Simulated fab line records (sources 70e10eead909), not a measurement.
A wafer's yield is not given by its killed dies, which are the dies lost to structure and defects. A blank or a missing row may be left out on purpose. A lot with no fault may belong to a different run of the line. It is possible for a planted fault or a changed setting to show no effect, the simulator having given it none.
fab line records -- flow nandHarc
record: lots: 14, wafers: 42, lastDay: 33
route steps=1302 shown A_WL_FILL@956 THIN_TSV@1265 END@1302
lots that met no fault: from a run of the same line without faults
startH: the number of hours between the record's first day and the start of the first shown wafer of the lot -- waitH: time in hours since the lot's previous step -- " as in the row above -- L1.1+2: a single row standing in for several wafers -- - value missing, or start not given -- * or withheld: withheld -- < > ~ a bound
route shown NAME@n: names a module that has steps shown in the file, with the first one's number in the route -- usual: average and standard deviation across the fault-free wafers -- same: alike in all rows -- chamber/n: place in a boat -- sites: per-site readings -- _std_site: standard deviation of those values -- _edge_site: inner sites' mean taken away from outer sites' mean -- radiusMm: for every site, how far away it sits from the centre of the wafer -- mask NAME#n: copy n -- behind: tool/chamber where the wafer was last shaped -- hold: the reason the lot was held/the length of the hold in hours/how it ended -- device: the n, p or np transistor that did not switch -- end of line: the tests these same wafers got at the end of their route -- a step given without rows: its recipe and nothing more -- killed: count of dies lost to structure and defects at first sort (not the wafer's yield) -- map: shows each die of a wafer: x if killed, . if not, _ if none is there
set.NAME: the setting as run; set.NAME@STEP: as run at that earlier step -- model.NAME: the simulator's own value behind a step, which no gauge read
one table for each step of the route and one row for each wafer, over a sample of lots
services: from which hour (startH, from the record's first day; less than 0 if before it) a tool's chamber was out of use, for how many hours, and why
== steps ==
step: NHARC_A_WL_FILL_CVD_03
recipe: targetThkA: 400, tempC: 300, pressureTorr: 40, wf6FlowSccm: 40, h2FlowSccm: 1600, arFlowSccm: 1560, timeS: 279, material: W
usual: heaterPowerOuterW: 251/31, heaterPowerW: 443/50, mfcWf6Sccm: 40.00/0.11, throttleValvePct: 8.0/0.36
lot.wafer,tool,chamber,startH,waitH,heaterPowerOuterW,heaterPowerW,mfcWf6Sccm,throttleValvePct
L832.2,cvdW-01,0,460.60,0.5,266,477,39.91,7.8
L832.4,cvdW-01,0,460.60,0.5,262,474,39.90,8.1
L832.5,cvdW-01,0,460.60,0.5,263,472,39.93,8.4
L833.2,cvdW-02,1,463.94,0.1,239,407,40.01,7.4
L833.3,cvdW-02,0,463.94,0.1,290,505,39.96,8.0
L833.6,cvdW-02,0,463.94,0.1,286,494,39.88,8.2
L834.2,cvdW-01,1,479.18,0.1,216,398,39.97,8.5
L834.1,cvdW-01,0,479.18,0.1,265,483,39.95,8.3
L834.3,cvdW-01,1,479.18,0.1,223,407,39.83,8.3
L835.2,cvdW-01,0,496.30,0.1,261,474,40.13,8.3
L835.1,cvdW-01,1,496.30,0.1,214,407,39.92,8.4
L835.5,cvdW-01,1,496.30,0.1,210,416,39.82,8.2
L836.3,cvdW-02,0,508.83,0.2,288,502,39.93,8.4
L836.4,cvdW-02,1,508.83,0.2,242,410,40.07,7.6
L836.6,cvdW-02,1,508.83,0.2,235,422,39.90,7.5
L838.1,cvdW-01,0,517.19,0.1,268,478,40.01,8.1
L838.3,cvdW-01,1,517.19,0.1,221,399,39.97,8.3
L838.5,cvdW-01,0,517.19,0.1,262,461,39.88,8.2
L839.3,cvdW-02,1,543.51,0.2,236,415,39.88,7.2
L839.6,cvdW-02,1,543.51,0.2,241,421,40.05,7.5
L839.5,cvdW-02,0,543.51,0.2,291,495,40.14,8.0
L841.2,cvdW-01,1,543.60,0.1,220,393,40.00,8.4
L841.4,cvdW-01,0,543.60,0.1,267,483,40.05,8.3
L841.3,cvdW-01,1,543.60,0.1,221,387,39.99,8.2
L840.4,cvdW-02,0,548.77,0.2,289,502,39.95,8.2
L840.3,cvdW-02,1,548.77,0.2,241,404,40.01,7.6
L840.6,cvdW-02,1,548.77,0.2,239,415,39.99,7.6
L842.1,cvdW-01,0,579.80,0.1,269,463,39.88,7.7
L842.5,cvdW-01,0,579.80,0.1,262,471,40.09,8.0
L842.6,cvdW-01,1,579.80,0.1,202,374,39.96,8.3
L843.1,cvdW-02,1,579.80,0.1,243,419,40.14,7.6
L843.4,cvdW-02,1,579.80,0.1,238,413,40.10,7.4
L843.6,cvdW-02,0,579.80,0.1,283,500,40.20,8.5
L850.2,cvdW-02,1,658.42,0.1,230,399,39.90,7.5
L850.4,cvdW-02,0,658.42,0.1,296,524,40.04,7.7
L850.5,cvdW-02,1,658.42,0.1,230,388,39.95,7.5
L851.1,cvdW-02,1,663.62,0.1,232,383,39.95,7.3
L851.2,cvdW-02,0,663.62,0.1,303,529,40.00,7.8
L851.5,cvdW-02,1,663.62,0.1,225,389,39.97,7.5
L855.1,cvdW-01,1,681.87,0.1,205,374,40.04,8.5
L855.3,cvdW-01,0,681.87,0.1,273,482,39.91,7.9
L855.5,cvdW-01,1,681.87,0.1,206,379,40.08,8.2
step: NHARC_THIN_TSV_STRIP_45
recipe: powerW: 1500, tempC: 250, chemistry: O2
usual: drypumpMotorCurrentA: 5.6/0.45, heaterPowerW: 374/16
lot.wafer,tool,chamber,startH,waitH,drypumpMotorCurrentA,heaterPowerW,rfHoursCounterH
L832.2,plasmaAsher-01,0,550.70,3.3,5.5,383,6
L832.4,plasmaAsher-01,1,550.70,3.3,6.0,342,-
L832.5,plasmaAsher-01,0,550.70,3.3,5.5,382,-
L833.2,plasmaAsher-02,1,551.30,1.5,5.0,377,21
L833.3,plasmaAsher-02,0,551.30,1.5,6.0,362,-
L833.6,plasmaAsher-02,1,551.30,1.5,5.0,382,-
L834.2,plasmaAsher-02,1,563.08,0.1,5.0,388,25
L834.1,plasmaAsher-02,0,563.08,0.1,6.0,365,25
L834.3,plasmaAsher-02,0,563.08,0.1,6.0,358,-
L835.1,plasmaAsher-02,0,582.04,0.1,6.0,359,28
L835.2,plasmaAsher-02,1,582.04,0.1,5.0,382,28
L835.5,plasmaAsher-02,1,582.04,0.1,5.0,382,-
L836.3,plasmaAsher-02,1,590.43,0.2,5.0,384,-
L836.4,plasmaAsher-02,0,590.43,0.2,6.0,361,-
L836.6,plasmaAsher-02,1,590.43,0.2,4.9,382,-
L838.1,plasmaAsher-02,1,594.02,0.1,5.0,385,30
L838.3,plasmaAsher-02,0,594.02,0.1,6.0,360,-
L838.5,plasmaAsher-02,1,594.02,0.1,5.0,382,-
L841.2,plasmaAsher-01,0,630.64,0.1,5.4,374,24
L841.4,plasmaAsher-01,0,630.64,0.1,5.5,371,-
L841.3,plasmaAsher-01,1,630.64,0.1,5.9,345,-
L839.3,plasmaAsher-02,0,631.98,0.2,6.0,389,-
L839.6,plasmaAsher-02,1,631.98,0.2,5.0,386,-
L839.5,plasmaAsher-02,0,631.98,0.2,6.0,387,-
L840.3,plasmaAsher-02,0,638.65,0.2,6.0,380,-
L840.4,plasmaAsher-02,1,638.65,0.2,5.0,393,-
L840.6,plasmaAsher-02,1,638.65,0.2,5.0,391,-
L843.1,plasmaAsher-02,0,663.90,0.1,6.0,379,10
L843.4,plasmaAsher-02,1,663.90,0.1,5.0,389,-
L843.6,plasmaAsher-02,1,663.90,0.1,5.0,398,-
L842.1,plasmaAsher-01,1,665.28,0.4,5.9,340,34
L842.6,plasmaAsher-01,1,665.28,0.4,5.9,344,-
L842.5,plasmaAsher-01,0,665.28,0.4,5.5,374,-
L855.1,plasmaAsher-01,1,765.91,0.1,5.9,349,11
L855.3,plasmaAsher-01,0,765.91,0.1,5.5,361,-
L855.5,plasmaAsher-01,0,765.91,0.1,5.5,368,-
step: NHARC_THIN_TSV_CD_MEAS_33
recipe: targetCdNm: 5000, landingEnergyEv: 500
usual: cdNm: 5000.0/1.1
lot.wafer,tool,chamber,startH,waitH,cdNm
L832.2,cdSem-01,0,555.62,-,4999.7
L832.4,cdSem-01,0,555.62,-,5000.3
L832.5,cdSem-01,0,555.62,-,5002.8
L833.2,cdSem-03,0,556.25,-,5000.2
L833.3,cdSem-03,0,556.25,-,5000.8
L833.6,cdSem-03,0,556.25,-,5000.6
L834.1,cdSem-02,0,567.98,-,4998.4
L834.2,cdSem-02,0,567.98,-,5001.0
L834.3,cdSem-02,0,567.98,-,5000.9
L835.1,cdSem-02,0,586.90,-,5000.1
L835.2,cdSem-02,0,586.90,-,4997.7
L835.5,cdSem-02,0,586.90,-,4999.5
L836.3,cdSem-02,0,595.19,-,4998.0
L836.4,cdSem-02,0,595.19,-,4999.5
L836.6,cdSem-02,0,595.19,-,4999.0
L838.1,cdSem-03,0,598.75,-,5000.7
L838.3,cdSem-03,0,598.75,-,4999.9
L838.5,cdSem-03,0,598.75,-,5001.8
L841.2,cdSem-03,0,635.53,-,4999.7
L841.3,cdSem-03,0,635.53,-,4998.4
L841.4,cdSem-03,0,635.53,-,5000.7
L839.3,cdSem-02,0,636.60,-,5000.9
L839.5,cdSem-02,0,636.60,-,5001.9
L839.6,cdSem-02,0,636.60,-,5001.5
L840.3,cdSem-02,0,643.44,-,5000.9
L840.4,cdSem-02,0,643.44,-,4999.7
L840.6,cdSem-02,0,643.44,-,4998.7
L843.1,cdSem-03,0,669.08,-,5000.7
L843.4,cdSem-03,0,669.08,-,5001.2
L843.6,cdSem-03,0,669.08,-,5000.2
L842.1,cdSem-01,0,670.14,-,4998.8
L842.5,cdSem-01,0,670.14,-,4999.6
L842.6,cdSem-01,0,670.14,-,4999.9
L855.1,cdSem-01,0,770.80,-,4998.2
L855.3,cdSem-01,0,770.80,-,4999.9
L855.5,cdSem-01,0,770.80,-,5000.7
step: NHARC_THIN_TSV_INSPECT_40
usual: rawDefectCount: 557/93
lot.wafer,tool,chamber,startH,waitH,rawDefectCount
L832.2,defectInspect-02,-,561.98,0.4,411
L832.4,defectInspect-02,-,561.98,0.4,440
L832.5,defectInspect-02,-,561.98,0.4,443
L833.2,defectInspect-01,-,561.98,0.4,533
L833.3,defectInspect-01,-,561.98,0.4,675
L833.6,defectInspect-01,-,561.98,0.4,561
L834.1,defectInspect-02,-,574.05,0.4,606
L834.2,defectInspect-02,-,574.05,0.4,493
L834.3,defectInspect-02,-,574.05,0.4,583
L835.1,defectInspect-02,-,592.93,0.4,576
L835.2,defectInspect-02,-,592.93,0.4,571
L835.5,defectInspect-02,-,592.93,0.4,581
L838.1,defectInspect-02,-,602.85,0.4,512
L838.3,defectInspect-02,-,602.85,0.4,458
L838.5,defectInspect-02,-,602.85,0.4,530
L836.3,defectInspect-01,-,602.85,0.4,474
L836.4,defectInspect-01,-,602.85,0.4,601
L836.6,defectInspect-01,-,602.85,0.4,758
L841.2,defectInspect-01,-,641.54,0.4,484
L841.3,defectInspect-01,-,641.54,0.4,621
L841.4,defectInspect-01,-,641.54,0.4,474
L839.3,defectInspect-02,-,641.54,0.4,572
L839.5,defectInspect-02,-,641.54,0.4,544
L839.6,defectInspect-02,-,641.54,0.4,520
L840.3,defectInspect-02,-,649.43,0.4,522
L840.4,defectInspect-02,-,649.43,0.4,617
L840.6,defectInspect-02,-,649.43,0.4,467
L843.1,defectInspect-02,-,678.64,0.4,497
L843.4,defectInspect-02,-,678.64,0.4,654
L843.6,defectInspect-02,-,678.64,0.4,544
L842.1,defectInspect-01,-,678.64,0.4,532
L842.5,defectInspect-01,-,678.64,0.4,591
L842.6,defectInspect-01,-,678.64,0.4,521
L855.1,defectInspect-01,-,777.62,0.4,703
L855.3,defectInspect-01,-,777.62,0.4,655
L855.5,defectInspect-01,-,777.62,0.4,789
step: NHARC_END_SORT_01
recipe: tempC: 25
usual: killedAtArray: 59/19, killedAtOther: 0.6/0.85, killedAtPeriphery: 3.8/2.5, killedDies: 64/19, killedOpen: 3.3/1.8, killedShort: 2.2/1.6
same: grossDies: 677
lot.wafer,tool,chamber,startH,waitH,killedAtArray,killedAtOther,killedAtPeriphery,killedDies,killedOpen,killedShort
L850.2,prober-01,0,762.55,2.8,574,0,9,583,4,3
L850.4,prober-01,0,764.15,3.4,638,0,3,641,2,4
L850.5,prober-01,0,764.94,3.7,633,1,6,640,4,3
L851.1,prober-02,0,764.97,2.5,637,0,3,640,4,0
L851.2,prober-02,0,765.77,2.8,532,1,2,535,4,1
L851.5,prober-02,0,768.17,3.7,624,0,6,630,7,3
killed by level:class
L850.2 A_WL_FILL:areaCvd=518 A_SLIT:chamberFilmFlake=27 A_CHANNEL_HOLE_D1:chamberFilmFlake=18 A_ZERO_WELL:chamberFilmFlake=3 P_STI:chamberFilmFlake=2 P_GATE:chamberFilmFlake=2 A_STAIRCASE:chamberFilmFlake=2 P_CONTACT:geometricParticle:short=1
L850.4 A_WL_FILL:areaCvd=565 A_SLIT:chamberFilmFlake=33 A_CHANNEL_HOLE_D1:chamberFilmFlake=24 P_GATE:chamberFilmFlake=3 A_WL_FILL:chamberFilmFlake=3 A_CONTACT:chamberFilmFlake=3 A_ONON_D2:geometricParticle:short=2 A_DECK1_JOINT:chamberFilmFlake=2
L850.5 A_WL_FILL:areaCvd=560 A_SLIT:chamberFilmFlake=36 A_CHANNEL_HOLE_D1:chamberFilmFlake=22 A_CONTACT:chamberFilmFlake=7 P_GATE:chamberFilmFlake=4 P_M1:geometricParticle:open=1 A_ONON_D1:geometricParticle:open=1 A_CHANNEL_FILL_D1:geometricParticle:short=1
L851.1 A_WL_FILL:areaCvd=612 A_CHANNEL_HOLE_D1:chamberFilmFlake=11 A_SLIT:chamberFilmFlake=6 P_GATE:chamberFilmFlake=2 P_GATE:geometricParticle:open=1 A_CHANNEL_FILL_D1:geometricParticle:open=1 A_CHANNEL_FILL_D2:geometricParticle:open=1 A_M0:geometricParticle:open=1
L851.2 A_WL_FILL:areaCvd=508 A_CHANNEL_HOLE_D1:chamberFilmFlake=13 A_SLIT:chamberFilmFlake=3 A_STAIRCASE:chamberFilmFlake=2 A_DECK1_JOINT:geometricParticle:open=1 A_CHANNEL_FILL_D2:geometricParticle:short=1 A_WL_FILL:geometricParticle:open=1 A_BLC:geometricParticle:open=1
L851.5 A_WL_FILL:areaCvd=593 A_CHANNEL_HOLE_D1:chamberFilmFlake=9 A_DECK1_JOINT:chamberFilmFlake=5 A_SLIT:chamberFilmFlake=5 P_CONTACT:chamberFilmFlake=2 A_CHANNEL_FILL_D2:chamberFilmFlake=2 A_M1:chamberFilmFlake=2 P_GATE:geometricParticle:open=1
== services ==
tool,chamber,startH,hours,kind
cvdW-01,-,439.20,0.4,repair
cvdW-02,-,450.00,13.0,pm
cvdW-02,0,450.00,13.0,ventCycle
cvdW-02,1,450.00,13.0,ventCycle
cvdW-02,0,463.00,-,clean
cvdW-02,1,463.00,-,clean
plasmaAsher-02,-,478.75,0.7,repair
cvdW-01,-,507.10,1.6,repair
plasmaAsher-01,-,519.08,9.0,pm
cvdW-02,-,536.81,2.7,repair
plasmaAsher-01,-,541.54,7.6,repair
cvdW-01,-,547.21,13.0,pm
plasmaAsher-02,-,603.23,9.0,pm
plasmaAsher-02,0,603.23,9.0,ventCycle
plasmaAsher-02,1,603.23,9.0,ventCycle
plasmaAsher-02,0,612.23,-,clean
plasmaAsher-02,1,612.23,-,clean
cvdW-02,-,631.00,13.0,pm
cvdW-01,1,667.06,1.2,repair
plasmaAsher-01,-,672.40,1.4,repair
plasmaAsher-01,-,696.08,9.0,pm
plasmaAsher-02,-,718.44,2.3,repair
cvdW-01,-,728.21,13.0,pm
cvdW-01,0,744.98,2.7,repair
== key ==
firstSign: step: NHARC_END_SORT_01, reading: killedDies, direction: up, sigmas: 30, usual: 64, struck: 612
effect: step: NHARC_END_SORT_01, reading: killedAtArray, direction: up, sigmas: 29, usual: 59, struck: 606
moreKillsBornAt: NHARC_A_WL_FILL_CVD_03@cvdW-02: 3356
metAt NHARC_A_WL_FILL_CVD_03
struckLots L850,L851
laterRowsLeftOut L850.2,L850.4,L850.5,L851.1,L851.2,L851.5
testerLeftOut L850,L851
notActingAt NHARC_THIN_TSV_STRIP_45,NHARC_THIN_TSV_CD_MEAS_33,NHARC_THIN_TSV_INSPECT_40
onsetBetween 579.80 658.42
fault: kind: processParameterDrift, tool: cvdW-02, chamber: -, onsetH: 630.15, steps: NHARC_A_WL_FILL_CVD_03, channel: targetThkA, offset: *, shape: step, endH: 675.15, actsIn: *, stated: *
testerLeftOut: of these lots the tester's yield and bins aren't shown, on N5 and GAA mostly nor the transistor test; their killed dies are dies lost to structure and defects alone, not to doping, threshold or leakage, so they don't give the yield
laterRowsLeftOut: the simulator's readings of these wafers behind a module that went badly wrong aren't trusted and aren't shown, but for the sort
